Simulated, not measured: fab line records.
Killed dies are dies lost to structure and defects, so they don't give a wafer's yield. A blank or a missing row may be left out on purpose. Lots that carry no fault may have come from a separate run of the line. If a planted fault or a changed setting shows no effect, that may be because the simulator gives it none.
Split-lot experiment    flow n5Finfet    21 wafers read across 7 lots, on a route 1938 steps long

THE SPLIT
At N5_BEOL_M8_ILD_DEP_00 (deposits SiCOH lowk from DEMS/porogen, target thk 179.75 nm, time 33.4 s), the setting timeS was moved away from the recipe's 33.4 s on 3 of the 21 wafers read, by +11.0%. This setting was run at the recipe's value on the other wafers.

FROM THE SPLIT TO THE READING: what the file shows between them, 1 step
- N5_BEOL_M8_CURE_74: cures SiCOH lowk, time 240 s

THE READING
M8_ILD_THK (nm), taken at N5_BEOL_M8_THK_MEAS_01. On this fab line, fault-free wafers typically give 154.9 nm with a standard deviation of 1.8 nm.

wafer   tool, chamber at the split  timeS as run, s  against the recipe  M8_ILD_THK, nm  against lot-mates on the recipe
L075.2  pecvd-03, 2                 37.07            +11.0%              171.3           no lot-mate on the recipe
L075.4  pecvd-03, 1                 37.07            +11.0%              173.0           no lot-mate on the recipe
L075.5  pecvd-03, 2                 37.07            +11.0%              174.1           no lot-mate on the recipe
L077.1  pecvd-03, 0                 33.4             recipe              156.4           -
L077.2  pecvd-03, 1                 33.4             recipe              153.6           -
L077.3  pecvd-03, 2                 33.4             recipe              155.6           -
L083.2  pecvd-04, 0                 33.4             recipe              153.0           -
L083.4  pecvd-04, 1                 33.4             recipe              154.4           -
L083.5  pecvd-04, 0                 33.4             recipe              154.5           -
L080.1  pecvd-04, 2                 33.4             recipe              151.1           -
L080.3  pecvd-04, 1                 33.4             recipe              154.4           -
L080.6  pecvd-04, 1                 33.4             recipe              153.3           -
L085.3  pecvd-02, 0                 33.4             recipe              156.7           -
L085.5  pecvd-02, 2                 33.4             recipe              156.6           -
L085.6  pecvd-02, 0                 33.4             recipe              155.9           -
L090.2  pecvd-03, 0                 33.4             recipe              153.2           -
L090.5  pecvd-03, 1                 33.4             recipe              155.2           -
L090.6  pecvd-03, 0                 33.4             recipe              156.1           -
L091.2  pecvd-03, 1                 33.4             recipe              154.3           -
L091.3  pecvd-03, 2                 33.4             recipe              156.1           -
L091.4  pecvd-03, 0                 33.4             recipe              157.4           -

THE FIT
A straight line over all 21 wafers: M8_ILD_THK changes by +1.63 nm for each +1% of timeS; r = +0.97; the points scatter about the line by 1.6 nm.
Too few moved wafers have a lot-mate on the recipe to fit a line with each lot's own level taken away.

THE WHOLE CHAIN: every reading that the file lists as answering this split, in the file's order
step                    what it does                                                              reading                                                                                  change (the file's fit)               r (the file's)
N5_BEOL_M8_ILD_DEP_00   deposits SiCOH lowk from DEMS/porogen, target thk 179.75 nm, time 33.4 s  SiCOH_lowk_of_BEOL_M8_ILD_DEP_00.thkNm (the simulator's own value, which no gauge read)  +1.88 nm for each +1% of the setting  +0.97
N5_BEOL_M8_CURE_74      cures SiCOH lowk, time 240 s                                              SiCOH_lowk_of_BEOL_M8_ILD_DEP_00.thkNm (the simulator's own value, which no gauge read)  +1.63 nm for each +1% of the setting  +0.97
N5_BEOL_M8_THK_MEAS_01                                                                            M8_ILD_THK                                                                               +1.63 for each +1% of the setting     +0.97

THE FILE'S OWN FIT
M8_ILD_THK changes by +1.63 nm for each +1% of timeS, r = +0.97.
